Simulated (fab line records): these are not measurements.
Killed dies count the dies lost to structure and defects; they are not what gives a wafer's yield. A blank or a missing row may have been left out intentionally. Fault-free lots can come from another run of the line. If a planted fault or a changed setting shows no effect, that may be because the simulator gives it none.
Split-lot trial + flow n5-finfet + on a route of 1938 steps: 7 lots, 39 wafers read

== SPLIT DETAILS ==
At N5_BEOL_M8_DESCUM_16 (chemistry O2, time 7.9 s), the setting time-s was moved away from the recipe's 7.9 s on 12 of the 39 wafers read, by -27.7% to +46.2%. For the rest of the wafers, this setting stayed at what the recipe calls for.

Split to reading: the file shows no intervening step.

== THE READING ==
CAR-ArF_of_BEOL_M8_COAT_05.thk-nm (the simulator's own value, which no gauge read), in nm, at N5_BEOL_M8_ETCH_61 (etches SiARC in CF4, target depth 45.5 nm, time 75.8 s). There is no usual value for it anywhere in the file. Average 50.9 nm, standard deviation 0.26 nm, over the 27 wafers here run with the recipe.

| wafer  | tool, chamber at the split | time-s as run, s | against the recipe | CAR-ArF_of_BEOL_M8_COAT_05.thk-nm, nm | against lot-mates on the recipe |
|--------|----------------------------|------------------|--------------------|---------------------------------------|---------------------------------|
| L074.1 | rie-diel-03, 2             | 7.9              | recipe             | 51.2                                  | -                               |
| L074.6 | rie-diel-03, 2             | 7.9              | recipe             | 51.2                                  | -                               |
| L074.2 | rie-diel-03, 3             | 7.9              | recipe             | 51.4                                  | -                               |
| L074.3 | rie-diel-03, 1             | 9.247            | +17.1%             | 50.6                                  | -0.7                            |
| L074.4 | rie-diel-03, 3             | 9.247            | +17.1%             | 50.2                                  | -1.1                            |
| L074.5 | rie-diel-03, 1             | 9.247            | +17.1%             | 50.4                                  | -0.9                            |
| L076.1 | rie-diel-04, 3,0,1,1       | 7.9              | recipe             | 50.8                                  | -                               |
| L076.2 | rie-diel-04, 3,0,1,1       | 7.9              | recipe             | 50.8                                  | -                               |
| L076.4 | rie-diel-04, 3,0,1,1       | 7.9              | recipe             | 50.8                                  | -                               |
| L076.3 | rie-diel-04, 3,0,1,1       | 7.9              | recipe             | 51                                    | -                               |
| L076.5 | rie-diel-04, 3             | 7.9              | recipe             | 50.6                                  | -                               |
| L076.6 | rie-diel-04, 0             | 7.9              | recipe             | 51.2                                  | -                               |
| L085.1 | rie-diel-05, 1             | 7.9              | recipe             | 50.8                                  | -                               |
| L085.2 | rie-diel-05, 0,3           | 7.9              | recipe             | 50.8                                  | -                               |
| L085.3 | rie-diel-05, 0,3           | 7.9              | recipe             | 50.8                                  | -                               |
| L088.1 | rie-diel-04, 0,1           | 5.713            | -27.7%             | 52                                    | +1.4                            |
| L088.2 | rie-diel-04, 3,2,0         | 7.9              | recipe             | 50.6                                  | -                               |
| L088.4 | rie-diel-04, 3,2,0         | 7.9              | recipe             | 50.6                                  | -                               |
| L088.6 | rie-diel-04, 3,2,0         | 7.9              | recipe             | 50.6                                  | -                               |
| L088.3 | rie-diel-04, 0,1           | 5.713            | -27.7%             | 51.8                                  | +1.2                            |
| L088.5 | rie-diel-04, 3             | 5.713            | -27.7%             | 52.4                                  | +1.8                            |
| L095.1 | rie-diel-03, 2             | 7.9              | recipe             | 51.2                                  | -                               |
| L095.6 | rie-diel-03, 0,1           | 7.9              | recipe             | 51.2                                  | -                               |
| L095.2 | rie-diel-03, 0             | 11.55            | +46.2%             | 48.6                                  | -2.5                            |
| L095.3 | rie-diel-03, 1             | 11.55            | +46.2%             | 49                                    | -2.1                            |
| L095.4 | rie-diel-03, 2             | 11.55            | +46.2%             | 48.8                                  | -2.3                            |
| L095.5 | rie-diel-03, 0,1           | 7.9              | recipe             | 51                                    | -                               |
| L096.1 | rie-diel-05, 3,1           | 7.9              | recipe             | 50.6                                  | -                               |
| L096.3 | rie-diel-05, 3,1           | 7.9              | recipe             | 50.6                                  | -                               |
| L096.2 | rie-diel-05, 0             | 7.9              | recipe             | 50.8                                  | -                               |
| L096.4 | rie-diel-05, 2,1           | 7.9              | recipe             | 51                                    | -                               |
| L096.5 | rie-diel-05, 0             | 7.9              | recipe             | 51                                    | -                               |
| L096.6 | rie-diel-05, 2,1           | 7.9              | recipe             | 51                                    | -                               |
| L097.1 | rie-diel-03, 0             | 6.528            | -17.4%             | 51.8                                  | +0.6                            |
| L097.2 | rie-diel-03, 1,2           | 6.528            | -17.4%             | 52.2                                  | +1.0                            |
| L097.3 | rie-diel-03, 1,2           | 6.528            | -17.4%             | 52.2                                  | +1.0                            |
| L097.4 | rie-diel-03, 2             | 7.9              | recipe             | 50.8                                  | -                               |
| L097.5 | rie-diel-03, 0,1           | 7.9              | recipe             | 51.4                                  | -                               |
| L097.6 | rie-diel-03, 0,1           | 7.9              | recipe             | 51.4                                  | -                               |
Where a row lists several chambers, the file gives one row for several wafers and doesn't say which wafer went through which chamber.

FIT RESULTS
A straight line over all 39 wafers: CAR-ArF_of_BEOL_M8_COAT_05.thk-nm changes by -0.0456 nm for each +1% of time-s; r = -0.94; the points scatter about the line by 0.28 nm.
The same after taking each lot's own level away (the mean of its wafers on the recipe; 39 wafers): -0.051 nm for each +1%; r = -0.98; scatter 0.18 nm.
The reading moves by 2.4 nm for the largest change in time-s, on that fit.
The span of the lots' own levels, 50.60 to 51.27 nm, comes to 2.6 times the standard deviation stated above.
So the slope is not independent of the lot-to-lot level: the two fits are not the same.
Check: for one of the wafers moved furthest among these (+46.2%), held out of the fit, the line's prediction against its lot-mates is -2.3 nm. It came out at -2.53 nm against them.

== OTHER SPLITS ON THESE WAFERS ==
These wafers also went through other splits before the reading. Each is held against what the fit with the lots' levels taken away leaves over:
| other split on the same wafers           | wafers away from the commonest value | r with CAR-ArF_of_BEOL_M8_COAT_05.thk-nm (lot level and that fit taken away) |
|------------------------------------------|--------------------------------------|------------------------------------------------------------------------------|
| N5_HKMG_FIN_NWFM_ALD_20 ald-cycles       | 15                                   | -0.15                                                                        |
| N5_MOL_CONTACT_COAG_ETCHBACK_135 time-s  | 9                                    | +0.11                                                                        |
| N5_BEOL_M1_ILD_DEP_00 time-s             | 12                                   | +0.00                                                                        |
| N5_BEOL_M3_TRENCH_ETCH_37 target-depth-a | 15                                   | -0.06                                                                        |

== THE WHOLE CHAIN: every reading that the file lists as answering this split, in the file's order ==
| step                 | what it does                                           | reading                                                                            | change (the file's fit)                | r (the file's) |
|----------------------|--------------------------------------------------------|------------------------------------------------------------------------------------|----------------------------------------|----------------|
| N5_BEOL_M8_DESCUM_16 | chemistry O2, time 7.9 s                               | CAR-ArF_of_BEOL_M8_COAT_05.thk-nm (the simulator's own value, which no gauge read) | -0.0478 nm for each +1% of the setting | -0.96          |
| N5_BEOL_M8_ETCH_61   | etches SiARC in CF4, target depth 45.5 nm, time 75.8 s | CAR-ArF_of_BEOL_M8_COAT_05.thk-nm (the simulator's own value, which no gauge read) | -0.051 nm for each +1% of the setting  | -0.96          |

== THE FILE'S OWN FIT ==
CAR-ArF_of_BEOL_M8_COAT_05.thk-nm changes by -0.051 nm for each +1% of time-s, r = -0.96.
